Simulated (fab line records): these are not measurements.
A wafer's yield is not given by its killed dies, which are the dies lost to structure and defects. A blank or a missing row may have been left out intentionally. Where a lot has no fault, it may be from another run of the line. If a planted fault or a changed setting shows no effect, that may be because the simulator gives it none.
Problem report in the 8D (eight disciplines) form, filled by code -- flow n5 finfet -- the parts of the form that need people (team, actions taken, sign-off) are left out

## 1. WHAT IS WRONG
rf fwd power W at N5_BEOL_M10_ETCH_41 reads a mean of 297.7 W on 4 wafers of 2 lots; wafers without a fault read 392.4 W with a standard deviation of 1.4. Relative to the usual mean, that is a shift of -68 standard deviations.
The step: etches SiCN in CH3F/O2, target depth 42.6 nm, time 86 s.
First seen on wafer L944.2, day 17 17:46, on rie diel-06. At this step, 30 wafers from 10 lots have a number in the record. Rule for "out" (also "out of limits"): further than 4 standard deviations from the usual mean. The other wafers with a number count as sound.

## 2. WHAT IT IS, AND WHAT IT ISN'T
question,is,is not
which readings at this step,"rf fwd power W, rf vpp V","drypump motor current A, oes product au, showerhead plenum p Torr, throttle valve pct"
which lots,"L944, L946","L930, L932, L933, L934, L935, L942, L949, L950"
which wafers of those lots,"L944.2, L944.4, L946.1, L946.5","L944.6, L946.2"
read on which tools,rie diel-06,"rie diel-03, rie diel-05"
when,from day 17 17:46,"up to then (19 sound wafers); but 7 sound wafers of L946, L949, L950 came after"

## 3. THE SUSPECTS, EACH WITH WHAT RULES IT OUT
Counting: if a tool at a process step up to the reading ran every lot that is out, it stays a suspect. Sound lots after the first of them don't rule it out here, since some wafers of a struck lot are sound.
- rie diel-06 at N5_BEOL_M10_ETCH_41 (etches SiCN in CH3F/O2, target depth 42.6 nm, time 86 s): kept. Every lot that is out went through it, the first being L944 (day 17 17:46); the last sound lot it ran before that was L942 (day 16 11:37). Its own readings are out on those wafers: rf fwd power W, rf vpp V.
- At N5_BEOL_M10_ETCH_41, inside rie diel-06: chamber 1 took the wafers that are out, while their sound lot-mates went through chambers 0, 2.
Left after counting: rie diel-06 at N5_BEOL_M10_ETCH_41.

## 4. THE CAUSE (what the simulator had put in)
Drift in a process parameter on rie diel-06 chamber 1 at N5_BEOL_M10_ETCH_41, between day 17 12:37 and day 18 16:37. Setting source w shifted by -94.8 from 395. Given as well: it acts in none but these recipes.
After counting, this tool was the only one left.

## 5. SEQUENCE OF EFFECTS, ordered by route
Rows list readings where the struck wafers' mean (over those with a number) sits beyond 3 standard deviations from the usual. Only readings whose record carries a usual standard deviation are examined. hours: median over the lots of the time between each lot's start at the first step of this table that gives one and its start at this step. sigmas: the change, counted in usual standard deviations.
hours,step,reading,usual,on struck wafers,change,sigmas
0,N5_BEOL_M10_ETCH_41,rf fwd power W,392.4 W,297.7,-94.7,-68
0,N5_BEOL_M10_ETCH_41,rf vpp V,297.0 V,325.5,+28.5,+17
The process steps in it:
- N5_BEOL_M10_ETCH_41: etches SiCN in CH3F/O2, target depth 42.6 nm, time 86 s.

## 6. HOW IT WOULD HAVE BEEN CAUGHT EARLIER
The fault began at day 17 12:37; the first out-of-limits reading in this record came at day 17 17:46, 5 hours later.
